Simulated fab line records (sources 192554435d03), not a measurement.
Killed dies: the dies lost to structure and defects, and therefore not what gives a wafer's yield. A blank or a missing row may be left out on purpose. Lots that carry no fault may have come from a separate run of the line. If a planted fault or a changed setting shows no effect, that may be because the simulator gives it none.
fab line records    flow n5-finfet
record lots=15  wafers=45  last-day=18
route steps=1938 shown SD_EPI_P@305
lots that met no fault: from a run of the same line without faults
start-h: hours from the record's first day to the start of the lot's first wafer shown    wait-h: hours since the lot's step before    " the same as in the row above    L1.1+2: one row covering several wafers at once    - no value, or no start was given    * or withheld: withheld    < > ~ a bound
route shown NAME@n: a module of which the file shows steps, and the number in the route of the first    usual: mean and standard deviation over wafers with no fault    same: alike in all rows    chamber/n: place in a boat    sites: per-site readings    _std_site: their standard deviation    _edge_site: mean of outer sites minus mean of inner sites    radius-mm: for every site, how far away it sits from the centre of the wafer    mask NAME#n: copy n    behind: the most recent tool/chamber to have shaped the wafer    hold: why the lot went on hold/how many hours it stayed there/how the hold came to an end    device: transistor that didn't switch, given as n, p or np    end of line: tests run on the same wafers once the route is complete    where a step has no rows: the recipe by itself    killed: at the first sort, the dies lost to defects and structure; wafer yield is something else    map: dies across one wafer; x = killed, . = not, _ = none there
set.NAME: the setting that was run; set.NAME@STEP: the one run at that earlier step    model.NAME: the simulator's own value behind a step, which no gauge read
steps of the route over a sample of lots; a table a step, a row a wafer
services: a tool's chamber out of use, with start hour (start-h, from the record's first day; less than 0 if before it), hours out, and reason
## steps
# step N5_SD_EPI_P_INSPECT_11
# recipe mode=adi  inspect-instrument=macro
# usual raw-defect-count=2.3/1.5
lot.wafer  tool               chamber  start-h  wait-h  raw-defect-count
L323.2     defect-inspect-02  -        62.20    0.0     3
L323.5     "                  -        "        "       4
L323.6     "                  -        "        "       5
L324.1     defect-inspect-01  -        75.54    0.0     3
L324.4     "                  -        "        "       2
L324.6     "                  -        "        "       4
L325.3     defect-inspect-01  -        81.31    0.0     2
L325.5     "                  -        "        "       5
L325.6     "                  -        "        "       5
L326.1     defect-inspect-02  -        82.95    0.0     3
L326.2     "                  -        "        "       4
L326.5     "                  -        "        "       1
L327.3     defect-inspect-02  -        87.35    0.0     1
L327.4     "                  -        "        "       4
L327.6     "                  -        "        "       2
L330.2     defect-inspect-01  -        103.68   0.0     4
L330.3     "                  -        "        "       2
L330.6     "                  -        "        "       3
L331.2     defect-inspect-02  -        112.13   0.0     3
L331.5     "                  -        "        "       2
L331.6     "                  -        "        "       2
L332.1     defect-inspect-02  -        116.62   0.0     1
L332.3     "                  -        "        "       2
L332.4     "                  -        "        "       2
L335.1     defect-inspect-01  -        137.40   0.0     3
L335.4     "                  -        "        "       4
L335.5     "                  -        "        "       2
L338.1     defect-inspect-02  -        155.52   0.0     2
L338.2     "                  -        "        "       2
L338.5     "                  -        "        "       1
L339.2     defect-inspect-02  -        163.18   0.0     2
L339.3     "                  -        "        "       2
L339.6     "                  -        "        "       2
L340.2     defect-inspect-01  -        164.25   0.0     4
L340.3     "                  -        "        "       2
L340.4     "                  -        "        "       2
L342.2     defect-inspect-02  -        172.23   0.0     5
L342.3     "                  -        "        "       0
L342.5     "                  -        "        "       1
L343.1     defect-inspect-01  -        179.37   0.0     1
L343.3     "                  -        "        "       2
L343.4     "                  -        "        "       4
L344.1     defect-inspect-01  -        190.74   0.0     4
L344.3     "                  -        "        "       2
L344.5     "                  -        "        "       3
# step N5_SD_EPI_P_ETCH_37
# recipe chemistry=N2/H2  target=SOC  overetch-a=1080  mask-material=SiARC  temp-c=40  ion-energy-ev=100  source-w=3000  bias-w=133  pressure-mtorr=20  time-s=486  n2-flow-sccm=200  h2-flow-sccm=200  ends=end-point
# usual drypump-motor-current-A=5.9/0.44  oes-product-au=0.69/0.05  rf-vpp-V=241.0/1.5  showerhead-plenum-p-Torr=2.56/0.1  temp-c=40.00/0.12  throttle-valve-pct=23.8/0.33
lot.wafer  tool         chamber  start-h  wait-h  drypump-motor-current-A  oes-product-au  rf-hours-counter-h  rf-vpp-V  showerhead-plenum-p-Torr  temp-c  throttle-valve-pct
L323.2     rie-diel-05  3        62.32    0.0     5.8                      0.68            152                 244.2     2.65                      39.88   24.0
L323.5     "            2        "        "       5.6                      0.62            -                   241.8     2.62                      39.95   24.0
L323.6     "            3        "        "       5.8                      0.68            -                   242.3     2.65                      40.03   24.0
L324.1     rie-diel-01  3        75.66    0.0     5.8                      0.67            165                 241.2     2.64                      40.08   23.8
L324.4     "            1        "        "       6.3                      0.71            120                 241.8     2.66                      39.85   23.0
L324.6     "            0        "        "       5.5                      0.78            -                   242.6     2.70                      39.94   23.8
L325.3     rie-diel-01  1        81.63    0.0     6.3                      0.72            121                 242.4     2.66                      40.09   23.0
L325.5     "            2        "        "       6.4                      0.68            -                   238.0     2.44                      39.88   23.5
L325.6     "            3        "        "       5.7                      0.67            -                   242.8     2.64                      39.99   23.8
L326.1     rie-diel-05  0        83.34    0.0     5.5                      0.70            105                 238.6     2.45                      39.88   24.1
L326.2     "            1        "        "       6.1                      0.66            186                 239.9     2.42                      39.95   23.2
L326.5     "            1        "        "       6.1                      0.66            -                   238.1     2.42                      39.85   23.2
L327.3     rie-diel-01  0        87.48    0.0     5.5                      0.76            42                  242.8     2.70                      40.32   23.8
L327.4     "            3        "        "       5.7                      0.67            170                 241.5     2.64                      40.08   23.8
L327.6     "            2        "        "       6.4                      0.68            -                   238.3     2.44                      40.01   23.5
L330.2     rie-diel-06  0        103.80   0.0     4.9                      0.64            225                 237.1     2.38                      39.97   24.1
L330.3     "            3        "        "       6.3                      0.74            64                  241.3     2.59                      39.82   24.1
L330.6     "            1        "        "       5.9                      0.80            -                   241.9     2.61                      39.95   23.8
L331.2     rie-diel-01  3        112.26   0.0     5.7                      0.66            177                 243.3     2.64                      40.01   23.8
L331.5     "            2        "        "       6.4                      0.68            -                   240.5     2.44                      39.93   23.5
L331.6     "            3        "        "       5.7                      0.66            -                   242.6     2.64                      40.00   23.8
L332.1     rie-diel-06  2        116.75   0.0     6.4                      0.66            181                 240.6     2.51                      40.11   23.6
L332.3     "            3        "        "       6.3                      0.74            68                  240.5     2.59                      39.92   24.1
L332.4     "            1        "        "       5.8                      0.80            21                  241.6     2.60                      39.91   23.8
L335.1     rie-diel-01  0        137.53   0.0     5.5                      0.75            58                  241.9     2.69                      40.00   23.8
L335.4     "            2        "        "       6.4                      0.67            161                 239.6     2.44                      39.94   23.5
L335.5     "            3        "        "       5.7                      0.65            -                   240.7     2.63                      40.00   23.8
L338.1     rie-diel-06  1        155.70   0.0     5.8                      0.77            34                  240.8     2.60                      39.87   23.8
L338.2     "            2        "        "       6.4                      0.64            193                 239.9     2.50                      39.99   23.7
L338.5     "            1        "        "       5.8                      0.77            -                   241.7     2.60                      39.94   23.8
L339.2     rie-diel-01  1        163.30   0.0     6.3                      0.69            148                 242.7     2.64                      40.27   23.1
L339.3     "            3        "        "       5.7                      0.65            192                 242.0     2.63                      39.98   23.9
L339.6     "            1        "        "       6.3                      0.70            -                   241.5     2.64                      40.14   23.1
L340.2     rie-diel-06  0        164.91   0.0     4.9                      0.63            244                 239.3     2.38                      39.88   24.2
L340.3     "            1        "        "       5.9                      0.77            36                  241.8     2.60                      39.91   23.8
L340.4     "            2        "        "       6.4                      0.65            195                 240.0     2.50                      39.75   23.7
L342.2     rie-diel-05  1        172.35   0.0     6.1                      0.64            216                 239.9     2.41                      39.90   23.3
L342.3     "            2        "        "       5.6                      0.61            235                 242.3     2.60                      39.86   24.0
L342.5     "            2        "        "       5.6                      0.62            -                   240.5     2.60                      40.07   24.0
L343.1     rie-diel-06  0        179.50   0.0     4.9                      0.63            249                 240.4     2.38                      40.04   24.2
L343.3     "            3        "        "       6.3                      0.71            87                  241.7     2.58                      39.86   24.1
L343.4     "            1        "        "       5.8                      0.77            41                  241.6     2.60                      39.96   23.8
L344.1     rie-diel-05  0        190.97   0.0     5.5                      0.68            137                 239.5     2.44                      39.80   24.2
L344.3     "            2        "        "       5.6                      0.61            241                 242.5     2.60                      40.05   24.0
L344.5     "            3        "        "       5.8                      0.65            -                   242.5     2.64                      40.05   24.0
# step N5_SD_EPI_P_ETCH_47
# recipe chemistry=CH3F/O2  target=SiOCN  target-depth-a=250  mask-material=SOC  ion-energy-ev=60  bias-w=29  pressure-mtorr=30  source-w=410  Ar_flow_sccm=150  CH3F_flow_sccm=30  O2_flow_sccm=20
# usual drypump-motor-current-A=5.9/0.44  oes-product-au=0.77/0.063  rf-vpp-V=127.3/2.2  showerhead-plenum-p-Torr=2.02/0.078  throttle-valve-pct=16.32/0.24
lot.wafer  tool         chamber  start-h  wait-h  drypump-motor-current-A  oes-product-au  rf-hours-counter-h  rf-vpp-V  showerhead-plenum-p-Torr  throttle-valve-pct
L323.2     rie-diel-05  3        62.75    0.1     5.8                      0.74            152                 128.4     2.10                      16.48
L323.5     "            2        "        "       5.6                      0.70            -                   129.6     2.06                      16.47
L323.6     "            3        "        "       5.8                      0.75            -                   127.7     2.10                      16.49
L324.1     rie-diel-01  3        76.09    0.1     5.7                      0.73            166                 125.7     2.08                      16.23
L324.4     "            1        "        "       6.3                      0.83            120                 129.8     2.10                      15.94
L324.6     "            0        "        "       5.5                      0.86            -                   127.2     2.13                      16.32
L325.3     rie-diel-01  1        82.06    0.1     6.3                      0.82            121                 131.1     2.10                      15.93
L325.5     "            2        "        "       6.3                      0.75            -                   124.0     1.92                      16.16
L325.6     "            3        "        "       5.7                      0.73            -                   126.4     2.08                      16.24
L326.1     rie-diel-05  0        83.76    0.1     5.5                      0.79            105                 130.3     1.93                      16.45
L326.2     "            1        "        "       6.1                      0.72            187                 125.8     1.91                      16.06
L326.5     "            1        "        "       6.1                      0.72            -                   125.1     1.91                      16.07
L327.3     rie-diel-01  0        87.90    0.1     5.5                      0.87            42                  126.9     2.13                      16.32
L327.4     "            3        "        "       5.7                      0.73            170                 126.9     2.08                      16.25
L327.6     "            2        "        "       6.4                      0.74            -                   124.6     1.92                      16.16
L330.2     rie-diel-06  0        104.23   0.1     4.9                      0.70            225                 126.3     1.90                      16.92
L330.3     "            3        "        "       6.3                      0.83            64                  126.3     2.03                      16.26
L330.6     "            1        "        "       5.9                      0.91            -                   129.9     2.06                      16.25
L331.2     rie-diel-01  3        112.68   0.1     5.7                      0.73            177                 125.1     2.08                      16.25
L331.5     "            2        "        "       6.4                      0.75            -                   126.0     1.92                      16.18
L331.6     "            3        "        "       5.7                      0.73            -                   127.4     2.08                      16.26
L332.1     rie-diel-06  2        117.17   0.1     6.3                      0.72            181                 126.7     1.99                      16.26
L332.3     "            3        "        "       6.3                      0.82            68                  125.6     2.03                      16.26
L332.4     "            1        "        "       5.9                      0.91            21                  129.3     2.06                      16.25
L335.1     rie-diel-01  0        137.95   0.1     5.5                      0.84            58                  126.3     2.12                      16.37
L335.4     "            2        "        "       6.4                      0.74            161                 124.1     1.91                      16.19
L335.5     "            3        "        "       5.7                      0.72            -                   126.0     2.07                      16.27
L338.1     rie-diel-06  1        156.12   0.1     5.8                      0.87            34                  126.8     2.05                      16.27
L338.2     "            2        "        "       6.4                      0.72            193                 125.3     1.99                      16.27
L338.5     "            1        "        "       5.8                      0.86            -                   126.2     2.05                      16.28
L339.2     rie-diel-01  1        163.73   0.1     6.3                      0.79            148                 130.8     2.09                      15.98
L339.3     "            3        "        "       5.7                      0.71            193                 126.0     2.07                      16.28
L339.6     "            1        "        "       6.3                      0.80            -                   132.4     2.09                      15.97
L340.2     rie-diel-06  0        165.34   0.1     4.9                      0.69            244                 126.1     1.90                      16.96
L340.3     "            1        "        "       5.9                      0.87            36                  128.0     2.05                      16.28
L340.4     "            2        "        "       6.3                      0.71            195                 127.6     1.99                      16.28
L342.2     rie-diel-05  1        172.78   0.1     6.1                      0.70            216                 126.4     1.90                      16.13
L342.3     "            2        "        "       5.6                      0.68            235                 131.2     2.05                      16.54
L342.5     "            2        "        "       5.6                      0.68            -                   130.4     2.05                      16.54
L343.1     rie-diel-06  0        179.92   0.1     4.9                      0.67            249                 126.4     1.89                      16.97
L343.3     "            3        "        "       6.3                      0.80            87                  126.4     2.03                      16.30
L343.4     "            1        "        "       5.8                      0.86            41                  130.1     2.05                      16.29
L344.1     rie-diel-05  0        191.40   0.1     5.5                      0.76            137                 131.2     1.92                      16.51
L344.3     "            2        "        "       5.6                      0.68            241                 130.0     2.05                      16.54
L344.5     "            3        "        "       5.8                      0.71            -                   127.0     2.09                      16.55
# step N5_SD_EPI_P_PRECLEAN_51
# recipe chemistry=NF3:NH3  afs-cycles=1  temp-c=30  time-s=20  sublimation-temp-c=180  sublimation-time-s=60  pressure-torr=3  rf-power-w=30
# usual afs-cycles=1/0  chamber-pressure-Torr=3.001/0.0065  sublimation-temp-c=179.97/0.17
lot.wafer  tool          chamber  start-h  wait-h  afs-cycles  chamber-pressure-Torr  sublimation-temp-c
L323.2     epi-rpcvd-04  0        63.63    0.1     1           3.004                  179.73
L323.5     "             0        "        "       1           3.007                  179.86
L323.6     "             0        "        "       1           3.005                  179.74
L324.1     epi-rpcvd-02  0        76.57    0.0     1           2.990                  180.06
L324.4     "             0        "        "       1           3.000                  179.97
L324.6     "             0        "        "       1           3.002                  180.18
L325.3     epi-rpcvd-01  0        82.64    0.1     1           3.014                  180.01
L325.5     "             0        "        "       1           3.009                  179.96
L325.6     "             0        "        "       1           3.018                  180.02
L326.1     epi-rpcvd-04  0        85.51    0.4     1           3.005                  180.14
L326.2     "             0        "        "       1           3.003                  180.08
L326.5     "             0        "        "       1           2.995                  180.10
L327.3     epi-rpcvd-01  0        88.46    0.1     1           3.001                  179.72
L327.4     "             0        "        "       1           2.998                  179.99
L327.6     "             0        "        "       1           3.003                  180.09
L330.2     epi-rpcvd-01  -        104.74   0.1     -           -                      -
L330.3     "             -        "        "       -           -                      -
L330.6     "             -        "        "       -           -                      -
L331.2     epi-rpcvd-04  -        113.20   0.1     -           -                      -
L331.5     "             -        "        "       -           -                      -
L331.6     "             -        "        "       -           -                      -
L332.1     epi-rpcvd-01  -        117.67   0.0     -           -                      -
L332.3     "             -        "        "       -           -                      -
L332.4     "             -        "        "       -           -                      -
L335.1     epi-rpcvd-02  0        138.46   0.0     1           2.996                  180.02
L335.4     "             0        "        "       1           2.991                  179.87
L335.5     "             0        "        "       1           2.988                  180.29
L338.1     epi-rpcvd-01  0        156.60   0.0     1           2.997                  179.90
L338.2     "             0        "        "       1           2.990                  179.92
L338.5     "             0        "        "       1           2.997                  180.18
L339.2     epi-rpcvd-01  0        164.23   0.1     1           3.002                  180.17
L339.3     "             0        "        "       1           2.998                  180.17
L339.6     "             0        "        "       1           3.000                  180.27
L340.2     epi-rpcvd-04  0        165.84   0.1     1           2.988                  179.99
L340.3     "             0        "        "       1           2.996                  180.22
L340.4     "             0        "        "       1           2.996                  179.93
L342.2     epi-rpcvd-01  0        173.28   0.1     1           3.001                  179.84
L342.3     "             0        "        "       1           3.000                  179.92
L342.5     "             0        "        "       1           2.994                  179.97
L343.1     epi-rpcvd-04  0        180.39   0.0     1           2.992                  179.78
L343.3     "             0        "        "       1           2.990                  180.04
L343.4     "             0        "        "       1           3.003                  180.01
L344.1     epi-rpcvd-02  0        191.87   0.0     1           3.004                  179.83
L344.3     "             0        "        "       1           3.009                  179.61
L344.5     "             0        "        "       1           3.002                  179.85
# step N5_SD_EPI_P_EPI_MEAS_23
# recipe mode=xrd
# usual thk-nm=61.0/1.3
lot.wafer  tool           chamber  start-h  wait-h  thk-nm
L323.2     film-metro-01  -        66.15    1.5     60.5
L323.5     "              -        "        "       61.4
L323.6     "              -        "        "       62.6
L324.1     film-metro-02  -        79.12    1.8     62.1
L324.4     "              -        "        "       61.3
L324.6     "              -        "        "       61.7
L325.3     film-metro-01  -        87.07    2.0     60.4
L325.5     "              -        "        "       59.9
L325.6     "              -        "        "       62.8
L326.1     film-metro-01  -        88.06    1.8     59.6
L326.2     "              -        "        "       62.3
L326.5     "              -        "        "       59.8
L327.3     film-metro-02  -        91.78    1.5     60.9
L327.4     "              -        "        "       61.7
L327.6     "              -        "        "       62.1
L330.2     film-metro-02  -        108.10   2.0     3.0
L330.3     "              -        "        "       1.7
L330.6     "              -        "        "       0.1
L331.2     film-metro-01  -        115.73   1.5     1.8
L331.5     "              -        "        "       2.3
L331.6     "              -        "        "       2.1
L332.1     film-metro-02  -        121.09   2.5     0.3
L332.3     "              -        "        "       1.5
L332.4     "              -        "        "       0.7
L335.1     film-metro-01  -        141.01   1.8     60.8
L335.4     "              -        "        "       59.9
L335.5     "              -        "        "       61.3
L338.1     film-metro-01  -        159.15   1.8     63.5
L338.2     "              -        "        "       63.5
L338.5     "              -        "        "       62.2
L339.2     film-metro-02  -        166.76   1.5     62.7
L339.3     "              -        "        "       63.6
L339.6     "              -        "        "       61.6
L340.2     film-metro-02  -        168.37   1.5     60.5
L340.3     "              -        "        "       58.6
L340.4     "              -        "        "       62.0
L342.2     film-metro-01  -        175.81   1.5     63.2
L342.3     "              -        "        "       60.2
L342.5     "              -        "        "       63.7
L343.1     film-metro-01  -        183.81   2.5     59.1
L343.3     "              -        "        "       60.3
L343.4     "              -        "        "       60.0
L344.1     film-metro-02  -        194.42   1.8     59.4
L344.3     "              -        "        "       59.0
L344.5     "              -        "        "       59.5
## services
tool          chamber  start-h  hours  kind
rie-diel-06   3        91.32    4.9    repair
epi-rpcvd-04  -        95.12    5.9    repair
epi-rpcvd-02  -        102.11   8.1    pm
epi-rpcvd-01  -        121.03   2.8    pm
rie-diel-06   2        124.88   3.2    repair
epi-rpcvd-01  -        136.03   6.0    pm
epi-rpcvd-01  -        142.03   0.5    pm
rie-diel-05   0        157.45   2.8    repair
epi-rpcvd-04  -        185.05   28.1   pm
## key
first-sign step=N5_SD_EPI_P_PRECLEAN_51  reading=tool-record  direction=missing
effect step=N5_SD_EPI_P_EPI_MEAS_23  reading=thk-nm  direction=down  sigmas=47  usual=*  struck=*
met-at N5_SD_EPI_P_PRECLEAN_51
struck-lots L330,L331,L332
rows-end L330.2,L330.3,L330.6
sort-left-out L331.2,L331.5,L331.6,L332.1,L332.3,L332.4
tester-left-out L331,L332
not-acting-at N5_SD_EPI_P_INSPECT_11,N5_SD_EPI_P_ETCH_37,N5_SD_EPI_P_ETCH_47
onset-between 88.46 104.74
fault kind=skipped-step-whole  tool=epi-rpcvd-01,epi-rpcvd-04  chamber=-  onset-h=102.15  steps=N5_SD_EPI_P_PRECLEAN_51  scope=struck-lots-only
# tester-left-out: of these lots the tester's yield and bins aren't shown, on N5 and GAA mostly nor the transistor test; their killed dies are dies lost to structure and defects alone, not to doping, threshold or leakage, so they don't give the yield
# sort-left-out: the simulated sort isn't trusted on such a fault, so these wafers' sort isn't shown, and their yield isn't known
# rows-end: these wafers met a further fault down the route, and their rows from its step on are left out
